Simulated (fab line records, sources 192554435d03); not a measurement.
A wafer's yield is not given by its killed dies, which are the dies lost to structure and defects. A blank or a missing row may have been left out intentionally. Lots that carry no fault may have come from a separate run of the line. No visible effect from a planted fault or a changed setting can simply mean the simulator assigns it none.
Matching of chambers -- flow n5_finfet -- 4 sister chambers for N5_MOL_CONTACT_COAG_ALD_133 on ald_sin-04
The step deposits SiO2, target thk 5 nm, pulse time 1 s, co reactant pulse time 1 s. 8 wafers are shown with their chamber, then 8 later ones without.

## WAFERS WITH THEIR CHAMBER
wafer,chamber,heater_power_w (W),precursor_pulse_height_rel
L076.5,0,75,1.009
L079.2,0,74,1.020
L079.4,2,87,0.993
L081.2,2,88,1.014
L081.6,3,73,1.014
L083.5,3,72,0.987
L083.6,1,77,0.969
L087.2,1,76,0.983

## WAFERS MISSING THEIR CHAMBER
wafer,heater_power_w (W),precursor_pulse_height_rel
L087.4,74,1.026
L087.6,72,1.024
L093.2,78,0.995
L093.5,77,0.984
L093.6,75,1.011
L094.2,74,0.960
L094.4,76,0.993
L094.5,84,1.002

## WHICH CHAMBER EACH WENT THROUGH
wafer,from the rows above,in truth
L087.4,can't be placed: 0 or 3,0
L087.6,can't be placed: 3 or 0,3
L093.2,1,1
L093.5,1,1
L093.6,0,0
L094.2,can't be placed: 3 or 1 or 0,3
L094.4,can't be placed: 1 or 0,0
L094.5,2,2
Placed correctly: 4 of 8. Cannot be placed on the basis of these rows: 4; the candidates contain the true chamber in 4. Number placed wrongly: 0.
How it was worked out, from the rows above alone: a wafer's distance from a chamber is the root of the sum, over the readings, of the square of ((its reading less the chamber's mean) divided by the reading's scatter). The wafer belongs to the nearest chamber; if the next one is less than 2 further off, it can't be placed. Each chamber's mean is taken over the wafers shown for it. The scatter is the square root of a quotient: the sum, over the shown wafers, of each reading's squared deviation from its chamber's mean, divided by wafers minus chambers.
